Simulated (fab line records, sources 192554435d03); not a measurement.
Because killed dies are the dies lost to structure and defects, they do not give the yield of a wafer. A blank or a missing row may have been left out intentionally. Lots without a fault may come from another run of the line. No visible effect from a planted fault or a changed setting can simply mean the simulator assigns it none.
Matching of chambers :: flow n5-finfet :: N5_BEOL_M8_DESCUM_16 on rie-diel-03 has 4 sister chambers
The step chemistry O2, time 7.9 s. 14 wafers are shown with their chamber, then 7 later ones without.

WAFERS PAIRED WITH THEIR CHAMBERS
wafer: L548.3
chamber: 0
showerhead-plenum-p-Torr (Torr): 2.06
oes-product-au (a.u.): 0.72
rf-vpp-V (V): 242.1

wafer: L548.4
chamber: 1
showerhead-plenum-p-Torr (Torr): 2.12
oes-product-au (a.u.): 0.82
rf-vpp-V (V): 242.9

wafer: L548.5
chamber: 2
showerhead-plenum-p-Torr (Torr): 2.10
oes-product-au (a.u.): 0.79
rf-vpp-V (V): 243.4

wafer: L550.1
chamber: 2
showerhead-plenum-p-Torr (Torr): 2.10
oes-product-au (a.u.): 0.78
rf-vpp-V (V): 243.3

wafer: L550.4
chamber: 0
showerhead-plenum-p-Torr (Torr): 2.06
oes-product-au (a.u.): 0.71
rf-vpp-V (V): 242.0

wafer: L550.6
chamber: 2
showerhead-plenum-p-Torr (Torr): 2.10
oes-product-au (a.u.): 0.78
rf-vpp-V (V): 244.2

wafer: L552.1
chamber: 3
showerhead-plenum-p-Torr (Torr): 2.23
oes-product-au (a.u.): 0.93
rf-vpp-V (V): 246.7

wafer: L552.2
chamber: 1
showerhead-plenum-p-Torr (Torr): 2.12
oes-product-au (a.u.): 0.82
rf-vpp-V (V): 244.9

wafer: L552.5
chamber: 2
showerhead-plenum-p-Torr (Torr): 2.09
oes-product-au (a.u.): 0.78
rf-vpp-V (V): 242.9

wafer: L553.3
chamber: 2
showerhead-plenum-p-Torr (Torr): 2.09
oes-product-au (a.u.): 0.77
rf-vpp-V (V): 242.6

wafer: L553.4
chamber: 1
showerhead-plenum-p-Torr (Torr): 2.12
oes-product-au (a.u.): 0.81
rf-vpp-V (V): 243.3

wafer: L553.6
chamber: 1
showerhead-plenum-p-Torr (Torr): 2.12
oes-product-au (a.u.): 0.82
rf-vpp-V (V): 243.5

wafer: L556.2
chamber: 0
showerhead-plenum-p-Torr (Torr): 2.06
oes-product-au (a.u.): 0.71
rf-vpp-V (V): 242.4

wafer: L556.3
chamber: 3
showerhead-plenum-p-Torr (Torr): 2.23
oes-product-au (a.u.): 0.93
rf-vpp-V (V): 246.2

SIGNATURES, as means of the wafers listed above
reading: showerhead-plenum-p-Torr
chamber 0: 2.0600
chamber 1: 2.1200
chamber 2: 2.0960
chamber 3: 2.2300
scatter within a chamber: 0.00346

reading: oes-product-au
chamber 0: 0.7133
chamber 1: 0.8175
chamber 2: 0.7800
chamber 3: 0.9300
scatter within a chamber: 0.00585

reading: rf-vpp-V
chamber 0: 242.167
chamber 1: 243.650
chamber 2: 243.280
chamber 3: 246.450
scatter within a chamber: 0.628
Rule: a wafer's distance from a chamber is the root of the sum, over the readings, of the square of ((its reading less the chamber's mean) divided by the reading's scatter). The wafer belongs to the nearest chamber; if the next one is less than 2 further off, it can't be placed. How the scatter is found: for the shown wafers, subtract from each reading the mean of its chamber, square and add these, divide the total by (wafers less chambers), then take the root.

WAFERS WITH NO CHAMBER GIVEN
wafer: L556.6
showerhead-plenum-p-Torr (Torr): 2.06
oes-product-au (a.u.): 0.72
rf-vpp-V (V): 242.5

wafer: L570.1
showerhead-plenum-p-Torr (Torr): 2.10
oes-product-au (a.u.): 0.78
rf-vpp-V (V): 243.4

wafer: L570.3
showerhead-plenum-p-Torr (Torr): 2.05
oes-product-au (a.u.): 0.69
rf-vpp-V (V): 243.1

wafer: L570.5
showerhead-plenum-p-Torr (Torr): 2.10
oes-product-au (a.u.): 0.78
rf-vpp-V (V): 242.6

wafer: L571.1
showerhead-plenum-p-Torr (Torr): 2.08
oes-product-au (a.u.): 0.74
rf-vpp-V (V): 241.8

wafer: L571.3
showerhead-plenum-p-Torr (Torr): 2.21
oes-product-au (a.u.): 0.85
rf-vpp-V (V): 245.2

wafer: L571.5
showerhead-plenum-p-Torr (Torr): 2.10
oes-product-au (a.u.): 0.78
rf-vpp-V (V): 242.7

CHAMBER TAKEN BY EACH
wafer: L556.6
from the rows above: 0
in truth: 0

wafer: L570.1
from the rows above: 2
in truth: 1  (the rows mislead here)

wafer: L570.3
from the rows above: 0
in truth: 0

wafer: L570.5
from the rows above: 2
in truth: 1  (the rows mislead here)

wafer: L571.1
from the rows above: can't be placed: 0 or 2
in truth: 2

wafer: L571.3
from the rows above: 3
in truth: 3

wafer: L571.5
from the rows above: 2
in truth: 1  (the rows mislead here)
Correct placement for 3 of the 7. Cannot be placed on the basis of these rows: 1; the candidates contain the true chamber in 1. Number placed wrongly: 3.
